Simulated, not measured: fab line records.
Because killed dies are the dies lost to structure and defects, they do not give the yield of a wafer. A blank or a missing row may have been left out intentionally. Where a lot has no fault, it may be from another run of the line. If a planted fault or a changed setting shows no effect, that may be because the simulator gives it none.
Matching of chambers ; flow n5-finfet ; N5_MOL_CONTACT_COAG_ETCH_66 on rie-diel-02 has 4 sister chambers
The step etches SiARC in CF4, target depth 13 nm, time 21.7 s. 4 wafers are shown with their chamber, then 9 later ones without.

WAFERS WITH THEIR CHAMBER
wafer;chamber;drypump-motor-current-A (A)
L081.3;1;5.5
L081.5;2;5.2
L094.2;0;6.1
L094.6;3;6.3

WAFERS WITH NO CHAMBER GIVEN
wafer;drypump-motor-current-A (A)
L095.1;5.5
L095.2;6.1
L095.3;6.3
L095.4;5.5
L095.5;6.3
L095.6;6.1
L097.3;6.1
L097.5;5.5
L097.6;6.4

THE CHAMBER EACH PASSED THROUGH
wafer;from the rows above;in truth
L095.1;1;1
L095.2;0;0
L095.3;3;3
L095.4;1;1
L095.5;3;3
L095.6;0;0
L097.3;0;0
L097.5;1;1
L097.6;3;3
9 of 9 placed correctly. Not placeable from these rows: 0. Number placed wrongly: 0.
How it was worked out, from the rows above alone: a wafer's distance from a chamber is the root of the sum, over the readings, of the square of ((its reading less the chamber's mean) divided by the reading's scatter). The wafer belongs to the nearest chamber; if the next one is less than 2 further off, it can't be placed. Each chamber's mean is taken over the wafers shown for it. The scatter: with one shown wafer a chamber, the root of the mean of the squares of how far each hidden wafer lies from its nearest shown one.
